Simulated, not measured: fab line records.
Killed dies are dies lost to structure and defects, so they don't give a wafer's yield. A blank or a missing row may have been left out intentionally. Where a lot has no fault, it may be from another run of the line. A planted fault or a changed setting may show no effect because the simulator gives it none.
8D (eight disciplines) problem report, filled in by code -- flow n5 finfet -- the parts of the form that need people (team, actions taken, sign-off) are left out

== 1. WHAT WENT WRONG ==
Mean of run length s at N5_BEOL_M3_CO_CAP_55: 180.8 s across 2 wafers in 2 lots; on wafers with no fault it is 125.2 s (standard deviation 0.43). So: +99 or more standard deviations from the usual mean.
The step: material Co, precursor CCTBA/H2, target thk 2 nm, time 102.1 s.
Seen first at day 8 09:53 on cvd co-02, wafer L743.1. The record holds 30 wafers of 10 lots with a number at this step. Rule for "out", or "out of limits": more than 4 standard deviations from the usual mean. All remaining wafers that have a number are taken as sound.

== 2. WHAT IT IS; WHAT IT IS NOT ==
question,is,is not
which readings at this step,run length s,heater power w
which lots,"L743, L744","L740, L742, L750, L753, L758, L760, L761, L762"
which wafers of those lots,"L743.1, L744.1","L743.3, L743.6, L744.2, L744.6"
read on which tools,cvd co-02,cvd co-01
when,from day 8 09:53,"up to then (8 sound wafers); but 20 sound wafers of L744, L750, L753, L758, L760, L761, L762 came after"

== 3. WHAT RULES OUT EACH SUSPECT ==
Counting: any tool at a process step up to the reading remains a suspect provided it ran every lot that is out. Sound lots after the first of them don't rule it out here, since some wafers of a struck lot are sound.
- cvd co-02 at N5_BEOL_M3_CO_CAP_55 (material Co, precursor CCTBA/H2, target thk 2 nm, time 102.1 s): kept. Ran every lot that is out, first one L743 (day 8 09:53); last sound lot up to then L742 (day 8 08:10). Out on those wafers are its own readings of run length s.
The count leaves cvd co-02 at N5_BEOL_M3_CO_CAP_55.

== 4. THE CAUSE (what the simulator had put in) ==
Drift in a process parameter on cvd co-02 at N5_BEOL_M3_CO_CAP_55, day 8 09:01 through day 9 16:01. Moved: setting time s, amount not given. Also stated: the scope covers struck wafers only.
The count eliminated every tool but this one.

== 5. SEQUENCE OF EFFECTS, ordered by route ==
Rows list readings where the struck wafers' mean (over those with a number) sits beyond 3 standard deviations from the usual. Scope: only readings with a usual standard deviation given in the record; hours: median across lots of the time from each lot's start at the first step in this table that gives one to its start at this step; sigmas: change in usual standard deviations.
hours,step,reading,usual,on struck wafers,change,sigmas
0,N5_BEOL_M3_CO_CAP_55,run length s,125.2 s,180.8,+55.5,+99 or more
Process steps it contains:
- N5_BEOL_M3_CO_CAP_55: material Co, precursor CCTBA/H2, target thk 2 nm, time 102.1 s.
At these later measuring or inspecting steps, every struck wafer for which the step has a row has a number for every such reading, and none has moved that far: N5_BEOL_M3_RS_MEAS_58, N5_BEOL_M4_RC_MEAS_101.

== 6. WHAT WOULD HAVE CAUGHT IT SOONER ==
In this record the first reading out of limits was taken at day 8 09:53, 1 hour after the fault began at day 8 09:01.
